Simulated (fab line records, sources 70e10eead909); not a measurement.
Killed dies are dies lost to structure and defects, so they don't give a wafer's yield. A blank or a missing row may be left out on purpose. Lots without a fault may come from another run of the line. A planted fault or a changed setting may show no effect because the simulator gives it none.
Chamber matching | flow nand_harc | NHARC_A_CHANNEL_FILL_D2_ETCHBACK_20 on rie_diel-13: 4 sister chambers
The step etches the open film in C4F8/O2/Ar, target depth 27 nm, time 13.5 s. 4 wafers are shown with their chamber, then 9 later ones without.

WAFERS WITH THEIR CHAMBER
wafer  | chamber | rf_vpp_V (V)
L228.1 | 2       | 976
L228.5 | 0       | 981
L233.5 | 3       | 972
L233.6 | 1       | 985

WAFERS WITHOUT THEIR CHAMBER
wafer  | rf_vpp_V (V)
L235.1 | 973
L235.2 | 977
L235.4 | 979
L242.1 | 974
L242.2 | 988
L242.5 | 977
L244.2 | 978
L244.3 | 987
L244.6 | 978

WHICH CHAMBER EACH WENT THROUGH
wafer  | from the rows above     | in truth
L235.1 | can't be placed: 3 or 2 | 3
L235.2 | can't be placed: 2 or 0 | 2
L235.4 | can't be placed: 0 or 2 | 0
L242.1 | can't be placed: 2 or 3 | 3
L242.2 | 1                       | 1
L242.5 | can't be placed: 2 or 0 | 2
L244.2 | can't be placed: 2 or 0 | 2
L244.3 | 1                       | 1
L244.6 | can't be placed: 2 or 0 | 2
Placed correctly: 2 of 9. Can't be placed from these rows: 7 (the true chamber is among the candidates in 7). Placed wrongly: 0.
How it was worked out, from the rows above alone: a wafer's distance from a chamber is the root of the sum, over the readings, of the square of ((its reading less the chamber's mean) divided by the reading's scatter). The wafer belongs to the nearest chamber; if the next one is less than 2 further off, it can't be placed. A chamber's mean is the mean of its shown wafers. The scatter: with one shown wafer a chamber, the root of the mean of the squares of how far each hidden wafer lies from its nearest shown one.
